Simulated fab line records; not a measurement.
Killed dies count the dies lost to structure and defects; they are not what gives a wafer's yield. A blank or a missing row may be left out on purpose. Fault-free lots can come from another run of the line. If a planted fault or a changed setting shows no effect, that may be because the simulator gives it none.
8D (eight disciplines) problem report, filled in by code | flow n5-finfet | the parts of the form that need people (team, actions taken, sign-off) are left out
Where a reading is given only as a bound, like >300, the bound stands for it, and a mean or a difference that rests on one is marked > or <: the true number lies beyond.

## 1. THE ISSUE
raw-defect-count at N5_MIM_TOP_LITHO_INSPECT_12 reads a mean of >300 on 6 wafers of 2 lots; wafers without a fault read 2.4 with a standard deviation of 1.4. So: +99 or more standard deviations from the usual mean.
The step: inspects for defects (macro).
The first sign was on wafer L941.4 at day 17 02:35, on defect-inspect-01. The record has a number at this step for 33 wafers belonging to 11 lots. The rule behind "out" and "out of limits": a value lying over 4 standard deviations away from the usual mean. The other wafers with a number count as sound.

## 2. WHAT IT IS; WHAT IT IS NOT
question                    | is                     | is not
which readings at this step | raw-defect-count       | -
which lots                  | L941, L942             | L924, L925, L927, L928, L929, L930, L931, L934, L935
which wafers of those lots  | all that have a number | -
read on which gauges        | defect-inspect-01      | defect-inspect-02
when                        | from day 17 02:35      | up to then (27 sound wafers)

## 3. THE SUSPECTS, EACH WITH WHAT RULES IT OUT
Counting: any tool at a process step up to the reading is kept as a suspect provided that every lot that is out went through it and no sound lot did after the first of them.
- the gauge at N5_MIM_TOP_LITHO_INSPECT_12: ruled out. All the wafers that are out were read on defect-inspect-01, but those of them that N5_PASSIVATION_PROBE_49 has rows for are out there too, on other tools.
- ald-hk-01 at N5_MIM_TOP_ALD_02 (deposits Al2O3, purge time 3 s, co reactant pulse time 3 s): kept. It processed each lot that is out, first L941 at day 17 01:00, and no sound lot thereafter; up to then, the last sound lot it processed was L935 at day 14 11:00.
The count leaves ald-hk-01 at N5_MIM_TOP_ALD_02.

## 4. THE CAUSE (what the simulator had put in)
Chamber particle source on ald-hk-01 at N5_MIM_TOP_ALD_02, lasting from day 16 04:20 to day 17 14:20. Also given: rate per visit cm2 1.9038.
After counting, this tool was the only one left.

## 5. SEQUENCE OF EFFECTS, ordered by route
Each row: a reading where the mean over the struck wafers with a number is more than 3 standard deviations away from the usual. Only readings whose record carries a usual standard deviation are examined. hours: median over the lots of the time between each lot's start at the first step of this table that gives one and its start at this step. sigmas: the change, counted in usual standard deviations.
hours | step                        | reading              | usual  | on struck wafers | change | sigmas
0     | N5_MIM_TOP_LITHO_INSPECT_12 | raw-defect-count     | 2.4    | >300             | >+298  | +99 or more
11    | N5_PASSIVATION_PROBE_49     | defect-limited-yield | 91.1 % | 81.0             | -10.1  | -7.8
11    | N5_PASSIVATION_PROBE_49     | killed-at-other      | 4      | 132              | +128   | +41
11    | N5_PASSIVATION_PROBE_49     | killed-dies          | 106    | 224              | +118   | +7.9
11    | N5_PASSIVATION_PROBE_49     | sort_bin_5_function  | 5.2 %  | 11.1             | +5.9   | +6.8
11    | N5_PASSIVATION_PROBE_49     | sort-n-pass          | 1074   | 956              | -118   | -7.9
11    | N5_PASSIVATION_PROBE_49     | sort-yield-pct       | 91.0 % | 81.0             | -10.0  | -7.7
It contains these process steps:
- N5_PASSIVATION_PROBE_49

## 6. WHAT WOULD HAVE CAUGHT IT SOONER
Counted from the fault's start at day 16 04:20, it took 22 hours until the first out-of-limits reading at a measuring or inspecting step in this record, taken at day 17 02:35.
Tool readings at N5_MIM_TOP_ALD_02 with a usual standard deviation given in the record: none out on any struck wafer, hence no alarm at a limit of 4 standard deviations on them.
Lots out: 2; of these, L942 started N5_MIM_TOP_ALD_02 on ald-hk-01 after day 17 02:35. A hold on the tool at that time would have spared it.
